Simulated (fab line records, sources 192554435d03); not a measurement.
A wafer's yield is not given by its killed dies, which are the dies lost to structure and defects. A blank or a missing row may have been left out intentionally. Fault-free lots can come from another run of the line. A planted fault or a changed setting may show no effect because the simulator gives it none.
Matching of chambers ; flow n5 finfet ; N5_BEOL_M8_STRIP_67 on rie diel-02: 4 sister chambers
The step strips in CF4. 8 wafers are shown with their chamber, then 8 later ones without.

WAFERS WITH THEIR CHAMBER
wafer;chamber;drypump motor current A (A);showerhead plenum p Torr (Torr)
L080.2;0;4.9;1.80
L080.3;3;5.2;1.80
L080.5;1;5.0;1.87
L080.6;2;6.4;1.87
L084.1;2;6.4;1.87
L084.4;0;4.8;1.79
L084.6;3;5.2;1.80
L087.2;1;5.0;1.87

WAFERS WHOSE CHAMBER IS MISSING
wafer;drypump motor current A (A);showerhead plenum p Torr (Torr)
L087.3;6.4;1.86
L087.4;4.8;1.79
L092.1;6.4;1.86
L092.2;5.0;1.86
L092.3;4.9;1.79
L092.4;5.2;1.79
L092.5;5.2;1.79
L092.6;4.9;1.79

THE CHAMBER EACH PASSED THROUGH
wafer;from the rows above;in truth
L087.3;2;2
L087.4;0;0
L092.1;2;2
L092.2;1;1
L092.3;0;0
L092.4;3;3
L092.5;3;3
L092.6;0;0
8 of 8 placed correctly. From these rows, 0 cannot be placed. 0 placed wrongly.
How it was worked out, from the rows above alone: a wafer's distance from a chamber is the root of the sum, over the readings, of the square of ((its reading less the chamber's mean) divided by the reading's scatter). The wafer belongs to the nearest chamber; if the next one is less than 2 further off, it can't be placed. For every chamber, the mean is computed from those of its wafers that are shown. How the scatter is found: for the shown wafers, subtract from each reading the mean of its chamber, square and add these, divide the total by (wafers less chambers), then take the root.
